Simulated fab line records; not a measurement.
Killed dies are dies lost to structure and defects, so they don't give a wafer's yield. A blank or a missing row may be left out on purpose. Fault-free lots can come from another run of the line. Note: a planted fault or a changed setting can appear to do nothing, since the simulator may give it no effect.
Chamber matching | flow n5Finfet | N5_BEOL_M5_DESCUM_16 on rieDiel-06 has 4 sister chambers
The step chemistry O2, time 7 s. 16 wafers are shown with their chamber, then 8 later ones without.

== WAFERS PAIRED WITH THEIR CHAMBERS ==
wafer  | chamber | drypumpMotorCurrentA (A) | showerheadPlenumPTorr (Torr) | throttleValvePct (%)
L075.2 | 0       | 5.6                      | 2.09                         | 20.55
L075.4 | 2       | 5.9                      | 2.19                         | 20.41
L075.5 | 1       | 6.0                      | 2.21                         | 20.61
L074.1 | 2       | 5.8                      | 2.19                         | 20.43
L074.3 | 1       | 6.0                      | 2.21                         | 20.63
L074.5 | 3       | 6.4                      | 2.19                         | 20.72
L078.1 | 2       | 5.9                      | 2.19                         | 20.45
L078.5 | 3       | 6.4                      | 2.18                         | 20.72
L078.6 | 2       | 5.9                      | 2.19                         | 20.45
L081.1 | 1       | 6.0                      | 2.21                         | 20.65
L081.3 | 0       | 5.6                      | 2.09                         | 20.55
L081.6 | 1       | 6.0                      | 2.21                         | 20.63
L088.1 | 2       | 5.9                      | 2.18                         | 20.46
L088.2 | 3       | 6.4                      | 2.18                         | 20.75
L088.4 | 2       | 5.9                      | 2.18                         | 20.47
L090.1 | 3       | 6.4                      | 2.17                         | 20.74

SIGNATURES, as means of the wafers listed above
reading               | chamber 0 | chamber 1 | chamber 2 | chamber 3 | scatter within a chamber
drypumpMotorCurrentA  | 5.600     | 6.000     | 5.883     | 6.400     | 0.0264
showerheadPlenumPTorr | 2.0900    | 2.2100    | 2.1867    | 2.1800    | 0.00527
throttleValvePct      | 20.5500   | 20.6300   | 20.4450   | 20.7325   | 0.0179
Rule: a wafer's distance from a chamber is the root of the sum, over the readings, of the square of ((its reading less the chamber's mean) divided by the reading's scatter). If the next closest chamber is less than 2 further off than the closest, the wafer can't be placed; otherwise it belongs to the closest. The scatter is the square root of a quotient: the sum, over the shown wafers, of each reading's squared deviation from its chamber's mean, divided by wafers minus chambers.

== WAFERS WITH NO CHAMBER GIVEN ==
wafer  | drypumpMotorCurrentA (A) | showerheadPlenumPTorr (Torr) | throttleValvePct (%)
L090.4 | 6.4                      | 2.18                         | 20.75
L090.6 | 5.9                      | 2.18                         | 20.47
L093.1 | 6.0                      | 2.20                         | 20.68
L093.4 | 5.9                      | 2.18                         | 20.49
L093.5 | 5.9                      | 2.18                         | 20.50
L096.1 | 5.6                      | 2.08                         | 20.57
L096.5 | 5.9                      | 2.18                         | 20.48
L096.6 | 6.1                      | 2.19                         | 20.69

== THE CHAMBER EACH PASSED THROUGH ==
wafer  | from the rows above | in truth
L090.4 | 3                   | 3
L090.6 | 2                   | 2
L093.1 | 1                   | 1
L093.4 | 2                   | 2
L093.5 | 2                   | 2
L096.1 | 0                   | 0
L096.5 | 2                   | 2
L096.6 | 1                   | 1
8 of 8 placed correctly. Can't be placed from these rows: 0. Placed wrongly: 0.
